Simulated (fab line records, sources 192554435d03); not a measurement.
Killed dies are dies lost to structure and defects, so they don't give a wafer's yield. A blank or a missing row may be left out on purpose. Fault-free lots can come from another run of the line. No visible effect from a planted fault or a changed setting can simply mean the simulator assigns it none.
Matching of chambers | flow n5Finfet | 4 sister chambers for N5_BEOL_M0_SAQP_HM_OPEN_112 on rieDiel-02
The step chemistry CHF3/O2, target SiO2, stops on a-Si, target depth 12 nm, time 13.5 s. 8 wafers are shown with their chamber, then 9 later ones without.

WAFERS PAIRED WITH THEIR CHAMBERS
wafer  | chamber | drypumpMotorCurrentA (A) | showerheadPlenumPTorr (Torr)
L078.3 | 2       | 5.8                      | 2.43
L080.2 | 3       | 4.9                      | 2.29
L083.4 | 1       | 6.4                      | 2.39
L083.5 | 0       | 5.7                      | 2.46
L083.6 | 1       | 6.3                      | 2.40
L089.4 | 2       | 5.8                      | 2.42
L089.5 | 0       | 5.7                      | 2.46
L089.6 | 3       | 4.9                      | 2.28

WAFERS WHOSE CHAMBER IS MISSING
wafer  | drypumpMotorCurrentA (A) | showerheadPlenumPTorr (Torr)
L092.2 | 5.8                      | 2.42
L092.3 | 5.8                      | 2.46
L092.6 | 4.9                      | 2.28
L093.2 | 5.7                      | 2.46
L093.3 | 6.3                      | 2.39
L093.5 | 5.7                      | 2.46
L096.1 | 4.9                      | 2.28
L096.2 | 6.3                      | 2.39
L096.5 | 6.3                      | 2.39

WHICH CHAMBER EACH ONE RAN IN
wafer  | from the rows above | in truth
L092.2 | 2                   | 2
L092.3 | 0                   | 0
L092.6 | 3                   | 3
L093.2 | 0                   | 0
L093.3 | 1                   | 1
L093.5 | 0                   | 0
L096.1 | 3                   | 3
L096.2 | 1                   | 1
L096.5 | 1                   | 1
Correct placement for 9 of the 9. Number that these rows cannot place: 0. Wrongly placed: 0.
How it was worked out, from the rows above alone: a wafer's distance from a chamber is the root of the sum, over the readings, of the square of ((its reading less the chamber's mean) divided by the reading's scatter). If the next closest chamber is less than 2 further off than the closest, the wafer can't be placed; otherwise it belongs to the closest. The mean given for a chamber averages the wafers shown for that chamber. The scatter: take each reading less its chamber's mean, square it, sum over the shown wafers, divide by the number of wafers less the number of chambers, and take the root.
